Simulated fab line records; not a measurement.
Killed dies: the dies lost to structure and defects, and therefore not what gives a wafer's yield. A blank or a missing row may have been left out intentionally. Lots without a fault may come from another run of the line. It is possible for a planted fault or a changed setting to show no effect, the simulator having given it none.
Matching of chambers | flow n5Finfet | N5_BEOL_M1_PRE_CLEAN_60 on cvdCo-02: 3 sister chambers
The step time 15 s. 6 wafers are shown with their chamber, then 11 later ones without.

## WAFERS, EACH WITH ITS CHAMBER
wafer  | chamber | heaterPowerW (W)
L078.4 | 1       | 80
L085.4 | 1       | 78
L086.4 | 2       | 69
L084.5 | 2       | 70
L084.6 | 0       | 98
L088.2 | 0       | 100

## WAFERS WITH NO CHAMBER GIVEN
wafer  | heaterPowerW (W)
L088.5 | 69
L088.6 | 78
L090.2 | 80
L090.3 | 99
L090.4 | 70
L091.1 | 101
L091.3 | 79
L091.4 | 101
L093.1 | 70
L093.2 | 76
L093.3 | 102

## WHICH CHAMBER EACH WENT THROUGH
wafer  | from the rows above | in truth
L088.5 | 2                   | 2
L088.6 | 1                   | 1
L090.2 | 1                   | 1
L090.3 | 0                   | 0
L090.4 | 2                   | 2
L091.1 | 0                   | 0
L091.3 | 1                   | 1
L091.4 | 0                   | 0
L093.1 | 2                   | 2
L093.2 | 1                   | 1
L093.3 | 0                   | 0
Correct placement for 11 of the 11. Left unplaced by these rows: 0. Placed wrongly: 0.
How it was worked out, from the rows above alone: a wafer's distance from a chamber is the root of the sum, over the readings, of the square of ((its reading less the chamber's mean) divided by the reading's scatter). The wafer belongs to the nearest chamber; if the next one is less than 2 further off, it can't be placed. A chamber's mean is the mean of its shown wafers. The scatter: the root of (the sum of the squares of (reading less its chamber's mean) over the shown wafers, divided by (wafers less chambers)).
